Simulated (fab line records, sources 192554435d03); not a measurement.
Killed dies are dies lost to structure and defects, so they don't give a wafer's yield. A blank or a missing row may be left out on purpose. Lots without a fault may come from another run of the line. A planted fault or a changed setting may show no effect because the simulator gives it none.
Split-lot experiment | flow n5_finfet | 7 lots, 21 wafers read, on a route of 1938 steps

THE SPLIT
At N5_BEOL_M9_TRENCH_ETCH_37 (etches SiCOH lowk in C4F6/O2, target depth 151.43 nm, time 49 s), the setting time_s was moved away from the recipe's 49 s on 3 of the 21 wafers read, by -12.3% to +14.1%. The other wafers ran this setting at the recipe's value.

FROM THE SPLIT TO THE READING: what the file shows between them, 2 steps
- N5_BEOL_M9_ETCH_41: etches SiCN in CH3F/O2, target depth 36.6 nm, time 70.1 s
- N5_BEOL_M9_STRIP_80: strips in N2/H2, time 10 s

THE READING
trench_depth_nm, in nm, at N5_BEOL_M9_OCD_MEAS_38. Fault-free wafers of this fab line usually give 151 nm, standard deviation 3.9 nm.

wafer  | tool, chamber at the split | time_s as run, s | against the recipe | trench_depth_nm, nm | against lot-mates on the recipe
L075.1 | rie_diel-04, 1             | 49               | recipe             | 151                 | -
L075.2 | rie_diel-04, 0             | 49               | recipe             | 154                 | -
L075.6 | rie_diel-04, 3             | 49               | recipe             | 154                 | -
L078.1 | rie_diel-04, 0             | 49               | recipe             | 154                 | -
L078.3 | rie_diel-04, 2             | 49               | recipe             | 147                 | -
L078.5 | rie_diel-04, 3             | 49               | recipe             | 154                 | -
L079.1 | rie_diel-06, 2             | 55.92            | +14.1%             | 173                 | +21
L079.3 | rie_diel-06, 3             | 49               | recipe             | 151                 | -
L079.6 | rie_diel-06, 1             | 49               | recipe             | 153                 | -
L081.4 | rie_diel-04, 1             | 52.49            | +7.1%              | 165                 | +17
L081.5 | rie_diel-04, 2             | 49               | recipe             | 145                 | -
L081.6 | rie_diel-04, 0             | 49               | recipe             | 151                 | -
L086.2 | rie_diel-04, 3             | 49               | recipe             | 155                 | -
L086.3 | rie_diel-04, 0             | 49               | recipe             | 150                 | -
L086.4 | rie_diel-04, 2             | 49               | recipe             | 145                 | -
L089.2 | rie_diel-04, 0             | 49               | recipe             | 151                 | -
L089.3 | rie_diel-04, 3             | 49               | recipe             | 152                 | -
L089.6 | rie_diel-04, 3             | 42.99            | -12.3%             | 134                 | -18
L090.1 | rie_diel-04, 0             | 49               | recipe             | 150                 | -
L090.4 | rie_diel-04, 2             | 49               | recipe             | 144                 | -
L090.5 | rie_diel-04, 3             | 49               | recipe             | 153                 | -

THE FIT
A straight line over all 21 wafers: trench_depth_nm changes by +1.54 nm for each +1% of time_s; r = +0.90; the points scatter about the line by 3.3 nm.
The same after taking each lot's own level away (the mean of its wafers on the recipe; 21 wafers): +1.57 nm for each +1%; r = +0.92; scatter 3.1 nm.
On that fit, the largest move of time_s shifts the reading by 22 nm.
The lots' own levels span 148.0 to 153.0 nm, that is 1.3 times the standard deviation above.
So the lot-to-lot level changes the slope little: the two slopes agree.
Check: with one of the wafers moved furthest among these (+14.1%) left out of the fit, the line predicts +24.1 nm for it against its lot-mates. It came out at +21 nm against them.

OTHER SPLITS ON THESE WAFERS
These wafers also went through other splits before the reading. Each is held against what the fit with the lots' levels taken away leaves over:
other split on the same wafers   | wafers away from the commonest value | r with trench_depth_nm (lot level and that fit taken away)
N5_BEOL_M7_COAT_22 spin_rpm      | 7                                    | -0.02
N5_BEOL_M8_TRENCH_ETCH_37 time_s | 6                                    | +0.29
N5_BEOL_M8_CURE_75 time_s        | 5                                    | +0.09

THE WHOLE CHAIN: every reading that the file lists as answering this split, in the file's order
step                      | what it does                                                    | reading                                                                   | change (the file's fit)              | r (the file's)
N5_BEOL_M9_TRENCH_ETCH_37 | etches SiCOH lowk in C4F6/O2, target depth 151.43 nm, time 49 s | etch.depth_nm (the simulator's own value, which no gauge read)            | +1.54 nm for each +1% of the setting | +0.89
N5_BEOL_M9_TRENCH_ETCH_37 | etches SiCOH lowk in C4F6/O2, target depth 151.43 nm, time 49 s | BEOL_M9.feature_depth_nm (the simulator's own value, which no gauge read) | +1.54 nm for each +1% of the setting | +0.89
N5_BEOL_M9_OCD_MEAS_38    |                                                                 | trench_depth_nm                                                           | +1.55 nm for each +1% of the setting | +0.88

THE FILE'S OWN FIT
trench_depth_nm changes by +1.55 nm for each +1% of time_s, r = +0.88.
